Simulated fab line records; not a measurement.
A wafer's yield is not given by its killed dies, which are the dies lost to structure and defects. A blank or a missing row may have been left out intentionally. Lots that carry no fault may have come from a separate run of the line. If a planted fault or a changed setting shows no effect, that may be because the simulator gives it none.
Chamber matching | flow nand_harc | rie_diel-10 running NHARC_A_STAIRCASE_DESCUM_312: 4 sister chambers
The step chemistry O2, time 3 s. 8 wafers are shown with their chamber, then 7 later ones without.

WAFERS WITH THEIR CHAMBER
wafer  | chamber | drypump_motor_current_A (A) | oes_product_au (a.u.)
L076.1 | 1       | 5.7                         | 1.031
L076.2 | 2       | 5.4                         | 1.017
L076.5 | 1       | 5.7                         | 1.038
L077.2 | 2       | 5.4                         | 1.006
L077.3 | 0       | 5.5                         | 1.006
L077.4 | 0       | 5.4                         | 0.998
L083.3 | 3       | 5.9                         | 0.996
L083.4 | 3       | 6.0                         | 0.992

WAFERS WITHOUT THEIR CHAMBER
wafer  | drypump_motor_current_A (A) | oes_product_au (a.u.)
L083.6 | 5.5                         | 0.991
L087.1 | 5.7                         | 1.029
L087.4 | 5.4                         | 1.018
L087.5 | 5.4                         | 1.007
L092.2 | 5.9                         | 0.990
L092.5 | 5.7                         | 1.011
L092.6 | 5.4                         | 1.011

EACH ONE'S CHAMBER
wafer  | from the rows above               | in truth
L083.6 | can't be placed: 0 or 2           | 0
L087.1 | 1                                 | 1
L087.4 | can't be placed: 2 or 0           | 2
L087.5 | can't be placed: 2 or 0           | 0
L092.2 | 3                                 | 3
L092.5 | can't be placed: 1 or 0 or 3 or 2 | 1
L092.6 | can't be placed: 2 or 0           | 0
Correct placement for 2 of the 7. These rows do not allow placing 5 (true chamber among the candidates in 5). Number placed wrongly: 0.
How it was worked out, from the rows above alone: a wafer's distance from a chamber is the root of the sum, over the readings, of the square of ((its reading less the chamber's mean) divided by the reading's scatter). The wafer belongs to the nearest chamber; if the next one is less than 2 further off, it can't be placed. For every chamber, the mean is computed from those of its wafers that are shown. The scatter: the root of (the sum of the squares of (reading less its chamber's mean) over the shown wafers, divided by (wafers less chambers)).
